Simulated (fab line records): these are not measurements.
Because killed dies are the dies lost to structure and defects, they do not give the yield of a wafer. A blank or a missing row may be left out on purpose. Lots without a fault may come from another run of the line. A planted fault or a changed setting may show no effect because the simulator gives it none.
Matching of chambers :: flow n5_finfet :: 3 sister chambers for N5_BEOL_M7_ILD_DEP_00 on pecvd-03
The step deposits SiCOH lowk from DEMS/porogen, target thk 179.75 nm, time 33.4 s. 16 wafers are shown with their chamber, then 8 later ones without.

WAFERS PAIRED WITH THEIR CHAMBERS
wafer: L077.1
chamber: 1
heater_power_w (W): 368
throttle_valve_pct (%): 13.5
showerhead_plenum_p_Torr (Torr): 5.756

wafer: L077.3
chamber: 1
heater_power_w (W): 382
throttle_valve_pct (%): 13.6
showerhead_plenum_p_Torr (Torr): 5.759

wafer: L077.6
chamber: 1
heater_power_w (W): 372
throttle_valve_pct (%): 13.9
showerhead_plenum_p_Torr (Torr): 5.747

wafer: L081.2
chamber: 2
heater_power_w (W): 227
throttle_valve_pct (%): 13.1
showerhead_plenum_p_Torr (Torr): 5.740

wafer: L081.3
chamber: 1
heater_power_w (W): 376
throttle_valve_pct (%): 13.8
showerhead_plenum_p_Torr (Torr): 5.750

wafer: L081.5
chamber: 2
heater_power_w (W): 227
throttle_valve_pct (%): 13.0
showerhead_plenum_p_Torr (Torr): 5.748

wafer: L082.1
chamber: 1
heater_power_w (W): 347
throttle_valve_pct (%): 13.8
showerhead_plenum_p_Torr (Torr): 5.733

wafer: L082.2
chamber: 2
heater_power_w (W): 226
throttle_valve_pct (%): 13.1
showerhead_plenum_p_Torr (Torr): 5.755

wafer: L082.4
chamber: 1
heater_power_w (W): 353
throttle_valve_pct (%): 13.6
showerhead_plenum_p_Torr (Torr): 5.733

wafer: L084.1
chamber: 0
heater_power_w (W): 322
throttle_valve_pct (%): 13.3
showerhead_plenum_p_Torr (Torr): 5.730

wafer: L084.2
chamber: 1
heater_power_w (W): 388
throttle_valve_pct (%): 13.9
showerhead_plenum_p_Torr (Torr): 5.733

wafer: L084.6
chamber: 1
heater_power_w (W): 397
throttle_valve_pct (%): 13.8
showerhead_plenum_p_Torr (Torr): 5.744

wafer: L086.1
chamber: 2
heater_power_w (W): 239
throttle_valve_pct (%): 13.2
showerhead_plenum_p_Torr (Torr): 5.745

wafer: L086.3
chamber: 0
heater_power_w (W): 323
throttle_valve_pct (%): 13.3
showerhead_plenum_p_Torr (Torr): 5.720

wafer: L086.6
chamber: 1
heater_power_w (W): 376
throttle_valve_pct (%): 13.6
showerhead_plenum_p_Torr (Torr): 5.748

wafer: L091.3
chamber: 0
heater_power_w (W): 315
throttle_valve_pct (%): 13.0
showerhead_plenum_p_Torr (Torr): 5.743

SIGNATURES, as means of the wafers listed above
reading: heater_power_w
chamber 0: 320.00
chamber 1: 373.22
chamber 2: 229.75
scatter within a chamber: 12.9

reading: throttle_valve_pct
chamber 0: 13.200
chamber 1: 13.722
chamber 2: 13.100
scatter within a chamber: 0.14

reading: showerhead_plenum_p_Torr
chamber 0: 5.73100
chamber 1: 5.74478
chamber 2: 5.74700
scatter within a chamber: 0.00949
Rule: a wafer's distance from a chamber is the root of the sum, over the readings, of the square of ((its reading less the chamber's mean) divided by the reading's scatter). If the next closest chamber is less than 2 further off than the closest, the wafer can't be placed; otherwise it belongs to the closest. How the scatter is found: for the shown wafers, subtract from each reading the mean of its chamber, square and add these, divide the total by (wafers less chambers), then take the root.

WAFERS MISSING THEIR CHAMBER
wafer: L091.5
heater_power_w (W): 313
throttle_valve_pct (%): 13.2
showerhead_plenum_p_Torr (Torr): 5.737

wafer: L091.6
heater_power_w (W): 352
throttle_valve_pct (%): 13.6
showerhead_plenum_p_Torr (Torr): 5.745

wafer: L095.2
heater_power_w (W): 200
throttle_valve_pct (%): 13.0
showerhead_plenum_p_Torr (Torr): 5.753

wafer: L095.3
heater_power_w (W): 281
throttle_valve_pct (%): 13.5
showerhead_plenum_p_Torr (Torr): 5.727

wafer: L095.4
heater_power_w (W): 356
throttle_valve_pct (%): 13.8
showerhead_plenum_p_Torr (Torr): 5.747

wafer: L096.2
heater_power_w (W): 313
throttle_valve_pct (%): 13.3
showerhead_plenum_p_Torr (Torr): 5.758

wafer: L096.3
heater_power_w (W): 235
throttle_valve_pct (%): 13.2
showerhead_plenum_p_Torr (Torr): 5.745

wafer: L096.4
heater_power_w (W): 242
throttle_valve_pct (%): 13.2
showerhead_plenum_p_Torr (Torr): 5.749

EACH ONE'S CHAMBER
wafer: L091.5
from the rows above: 0
in truth: 0

wafer: L091.6
from the rows above: 1
in truth: 1

wafer: L095.2
from the rows above: 2
in truth: 2

wafer: L095.3
from the rows above: can't be placed: 0 or 2
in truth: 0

wafer: L095.4
from the rows above: 1
in truth: 1

wafer: L096.2
from the rows above: 0
in truth: 0

wafer: L096.3
from the rows above: 2
in truth: 2

wafer: L096.4
from the rows above: 2
in truth: 2
Correctly placed: 7 of 8. Unplaceable from these rows: 1, with the true chamber sitting among the candidates in 1. 0 placed wrongly.
